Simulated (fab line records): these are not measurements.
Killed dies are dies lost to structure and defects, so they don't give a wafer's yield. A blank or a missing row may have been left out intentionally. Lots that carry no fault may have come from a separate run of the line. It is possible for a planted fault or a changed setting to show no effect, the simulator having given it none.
Chamber matching | flow n5-finfet | N5_BEOL_M9_STRIP_19 on rie-diel-02: 4 sister chambers
The step strips in O2. 14 wafers are shown with their chamber, then 7 later ones without.

== EACH WAFER AND ITS CHAMBER ==
wafer  | chamber | throttle-valve-pct (%) | showerhead-plenum-p-Torr (Torr) | oes-product-au (a.u.)
L087.1 | 0       | 16.47                  | 2.13                            | 0.94
L087.2 | 1       | 16.41                  | 1.98                            | 0.70
L087.5 | 3       | 17.03                  | 2.06                            | 0.70
L086.2 | 0       | 16.47                  | 2.13                            | 0.92
L086.4 | 3       | 17.01                  | 2.06                            | 0.69
L086.5 | 3       | 17.04                  | 2.06                            | 0.71
L089.2 | 0       | 16.47                  | 2.13                            | 0.91
L089.3 | 1       | 16.41                  | 1.98                            | 0.69
L089.5 | 1       | 16.41                  | 1.98                            | 0.69
L088.2 | 0       | 16.49                  | 2.13                            | 0.90
L088.3 | 2       | 16.27                  | 2.05                            | 0.94
L088.6 | 1       | 16.41                  | 1.97                            | 0.69
L092.1 | 1       | 16.45                  | 1.97                            | 0.69
L092.2 | 0       | 16.48                  | 2.12                            | 0.90

SIGNATURES (means of the wafers above)
reading                  | chamber 0 | chamber 1 | chamber 2 | chamber 3 | scatter within a chamber
throttle-valve-pct       | 16.4760   | 16.4180   | 16.2700   | 17.0267   | 0.0144
showerhead-plenum-p-Torr | 2.1280    | 1.9760    | 2.0500    | 2.0600    | 0.00447
oes-product-au           | 0.9140    | 0.6920    | 0.9400    | 0.7000    | 0.0118
Rule: a wafer's distance from a chamber is the root of the sum, over the readings, of the square of ((its reading less the chamber's mean) divided by the reading's scatter). If the next closest chamber is less than 2 further off than the closest, the wafer can't be placed; otherwise it belongs to the closest. The scatter: take each reading less its chamber's mean, square it, sum over the shown wafers, divide by the number of wafers less the number of chambers, and take the root.

== WAFERS WHOSE CHAMBER IS MISSING ==
wafer  | throttle-valve-pct (%) | showerhead-plenum-p-Torr (Torr) | oes-product-au (a.u.)
L092.4 | 16.44                  | 1.97                            | 0.68
L094.1 | 16.51                  | 2.12                            | 0.90
L094.3 | 16.26                  | 2.05                            | 0.94
L094.4 | 16.56                  | 2.06                            | 1.03
L097.1 | 16.47                  | 2.12                            | 0.90
L097.5 | 16.42                  | 1.97                            | 0.68
L097.6 | 16.51                  | 2.12                            | 0.89

== WHICH CHAMBER EACH ONE RAN IN ==
wafer  | from the rows above | in truth
L092.4 | 1                   | 1
L094.1 | 0                   | 0
L094.3 | 2                   | 2
L094.4 | 0                   | 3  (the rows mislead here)
L097.1 | 0                   | 0
L097.5 | 1                   | 1
L097.6 | 0                   | 0
Correct placement for 6 of the 7. Number that these rows cannot place: 0. Wrongly placed: 1.
